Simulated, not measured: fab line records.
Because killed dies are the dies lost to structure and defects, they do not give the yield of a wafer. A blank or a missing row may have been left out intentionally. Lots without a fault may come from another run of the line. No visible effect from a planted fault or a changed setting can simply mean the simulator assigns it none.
Which of the tools did it? | flow nand-harc | 12 lots with 36 wafers sampled at 4 steps, on a route of 1159 steps

## WHAT EACH GAUGE READ, for each wafer
The record holds no reading of a measuring or inspecting step that can be judged against a usual standard deviation.

## EACH LOT AND THE TOOL THAT RAN IT (in order: tool; ch and the chambers of the sampled wafers; start)
lot  | NHARC_P_M1_ANNEAL_31             | NHARC_P_M2_ETCH_28                 | NHARC_P_M2_DEGAS_29          | NHARC_P_M2_DEP_33
L262 | rtp-anneal-02 ch 0, day 6 05:34  | rie-diel-03 ch 0,1,3, day 6 08:31  | pvd-sputter-02, day 6 08:56  | pecvd-03 ch 0,1,2, day 6 10:40
L261 | rtp-anneal-01 ch 0, day 6 05:59  | rie-diel-03 ch 0,3, day 6 09:00    | pvd-sputter-03, day 6 09:25  | pecvd-03 ch 0,1,2, day 6 11:06
L263 | rtp-anneal-02 ch 0, day 6 15:43  | rie-diel-04 ch 0,2,3, day 6 18:56  | pvd-sputter-01, day 6 19:20  | pecvd-04 ch 0,2, day 6 21:09
L264 | rtp-anneal-02 ch 0, day 6 16:43  | rie-diel-04 ch 0,2,3, day 6 19:58  | pvd-sputter-02, day 6 20:21  | pecvd-02 ch 0,1, day 6 22:02
L266 | rtp-anneal-01 ch 0, day 7 08:37  | rie-diel-04 ch 0,2,3, day 7 12:02  | pvd-sputter-02, day 7 12:26  | pecvd-03 ch 0,1, day 7 14:13
L268 | rtp-anneal-02 ch 0, day 7 17:46  | rie-diel-03 ch 0,1,2, day 7 21:07  | pvd-sputter-02, day 7 21:32  | pecvd-03 ch 0,1,2, day 7 23:41
L271 | rtp-anneal-02 ch 0, day 9 00:07  | rie-diel-06 ch 0,1,2, day 9 03:05  | pvd-sputter-01, day 9 03:31  | pecvd-03 ch 0,1, day 9 05:17
L273 | rtp-anneal-01 ch 0, day 9 10:25  | rie-diel-03 ch 0,2, day 9 13:19    | pvd-sputter-01, day 9 13:43  | pecvd-03 ch 0,1, day 9 15:51
L275 | rtp-anneal-01 ch 0, day 9 12:13  | rie-diel-03 ch 0,1, day 9 15:08    | pvd-sputter-02, day 9 15:32  | pecvd-03 ch 1,2, day 9 17:26
L279 | rtp-anneal-01 ch 0, day 10 13:28 | rie-diel-04 ch 0,1,2, day 10 16:32 | pvd-sputter-03, day 10 16:56 | pecvd-03 ch 0,2, day 10 19:08
L283 | rtp-anneal-02 ch 0, day 11 15:38 | rie-diel-06 ch 0,1,3, day 11 18:32 | pvd-sputter-02, day 11 18:55 | pecvd-03 ch 0,2, day 11 20:52
L284 | rtp-anneal-02 ch 0, day 12 01:31 | rie-diel-04 ch 0,1,2, day 12 04:33 | pvd-sputter-02, day 12 04:58 | pecvd-04 ch 0,1,2, day 12 07:02
- NHARC_P_M1_ANNEAL_31: time 90 s.
- NHARC_P_M2_ETCH_28: etches the open film in CF4/N2, target depth 30 nm, time 72.99 s.
- NHARC_P_M2_DEGAS_29: time 60 s.
- NHARC_P_M2_DEP_33: deposits SiCN, target thk 30 nm.

## WHAT THE TOOLS THEMSELVES READ (means of the sampled wafers that have a number; where no wafer has one, the mark that the record gives instead)
NHARC_P_M1_ANNEAL_31.
lot  | tool          | wafer_temp_C_max
L262 | rtp-anneal-02 | 226.02
L261 | rtp-anneal-01 | 226.33
L263 | rtp-anneal-02 | 225.75
L264 | rtp-anneal-02 | 225.79
L266 | rtp-anneal-01 | 226.35
L268 | rtp-anneal-02 | 225.53
L271 | rtp-anneal-02 | 225.70
L273 | rtp-anneal-01 | 226.03
L275 | rtp-anneal-01 | 226.24
L279 | rtp-anneal-01 | 225.98
L283 | rtp-anneal-02 | 225.64
L284 | rtp-anneal-02 | 225.60

NHARC_P_M2_ETCH_28.
lot  | tool        | drypump-motor-current-A (A) | oes-product-au (a.u.) | rf-vpp-V (V) | showerhead-plenum-p-Torr (Torr) | throttle-valve-pct (%)
L262 | rie-diel-03 | 5.5                         | 0.995                 | 316.4        | 2.75                            | 19.794
L261 | rie-diel-03 | 5.7                         | 1.008                 | 316.8        | 2.76                            | 19.785
L263 | rie-diel-04 | 5.6                         | 0.996                 | 314.2        | 2.61                            | 19.792
L264 | rie-diel-04 | 5.6                         | 1.001                 | 313.9        | 2.61                            | 19.793
L266 | rie-diel-04 | 5.6                         | 0.998                 | 314.6        | 2.61                            | 19.790
L268 | rie-diel-03 | 5.4                         | 0.992                 | 314.8        | 2.68                            | 19.785
L271 | rie-diel-06 | 6.3                         | 0.998                 | 315.7        | 2.72                            | 19.800
L273 | rie-diel-03 | 6.0                         | 0.992                 | 315.8        | 2.70                            | 19.800
L275 | rie-diel-03 | 6.0                         | 0.958                 | 316.4        | 2.75                            | 19.800
L279 | rie-diel-04 | 5.7                         | 0.996                 | 315.1        | 2.69                            | 19.805
L283 | rie-diel-06 | 6.2                         | 1.000                 | 313.4        | 2.63                            | 19.796
L284 | rie-diel-04 | 5.7                         | 0.994                 | 314.5        | 2.69                            | 19.795

NHARC_P_M2_DEGAS_29.
lot  | tool           | heater-power-w (W) | susceptor-temp-C (C)
L262 | pvd-sputter-02 | 337                | 249.98
L261 | pvd-sputter-03 | 353                | 250.32
L263 | pvd-sputter-01 | 373                | -
L264 | pvd-sputter-02 | 335                | 249.88
L266 | pvd-sputter-02 | 324                | 250.15
L268 | pvd-sputter-02 | 340                | 250.10
L271 | pvd-sputter-01 | 346                | -
L273 | pvd-sputter-01 | 363                | 249.78
L275 | pvd-sputter-02 | 332                | 250.14
L279 | pvd-sputter-03 | 327                | 250.07
L283 | pvd-sputter-02 | 339                | 249.98
L284 | pvd-sputter-02 | 337                | 250.11

NHARC_P_M2_DEP_33.
lot  | tool     | heater-power-w (W) | susceptor-temp-C (C)
L262 | pecvd-03 | 630                | 369.86
L261 | pecvd-03 | 601                | 370.05
L263 | pecvd-04 | 473                | 369.76
L264 | pecvd-02 | 582                | 370.11
L266 | pecvd-03 | 557                | 370.00
L268 | pecvd-03 | 582                | 370.09
L271 | pecvd-03 | 628                | 370.18
L273 | pecvd-03 | 569                | 370.16
L275 | pecvd-03 | 536                | 369.94
L279 | pecvd-03 | 556                | 369.93
L283 | pecvd-03 | 644                | 370.11
L284 | pecvd-04 | 573                | 370.06

## THE ANSWER, worked out from the rows above alone
Rule: the lots themselves supply what counts as usual. Put in order of their means at a reading, lots are off if they are a third of the lots or fewer, leave a main group of 4 or more, and stand apart from it by a gap of 3 or more times the standard deviation of the main group's means; of several such gaps the widest counts. Not used: any main group whose means are identical at the precision the tables above print for the reading. Also off: a lot with no number at a reading for which 4 or more lots have one. Where the step has rows for the other lots, those lots are counted as sound. Order of review: gauges by route order, followed by the tools' own readings, for which a lot's mean as printed above is used. At the first step where some lot is off, the reading lying furthest off is the one used; lots without a number count as furthest.
Off: L275, at NHARC_P_M2_ETCH_28 (oes-product-au). Main group: mean 0.997 a.u., sd 0.0044.
If a tool, at that step or one of the process steps before it, ran each lot that is off and ran no sound lot following the first of them, it fits. One candidate fits, namely rie-diel-03 at NHARC_P_M2_ETCH_28. A fault onset in the window from L273 (day 9 13:19, its last sound lot) to L275 (day 9 15:08, its first lot off) fits.
On the lots that are off, the tool's own readings at NHARC_P_M2_ETCH_28 differ by more than 5 times the standard deviation of the sound lots' means, which bears it out; oes-product-au reads 0.958 a.u. there versus 0.997 a.u. on the sound lots.

## WHAT HAD BEEN PUT IN BY THE SIMULATOR
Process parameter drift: rie-diel-03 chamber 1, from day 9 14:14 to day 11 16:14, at NHARC_P_M2_ETCH_28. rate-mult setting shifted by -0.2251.
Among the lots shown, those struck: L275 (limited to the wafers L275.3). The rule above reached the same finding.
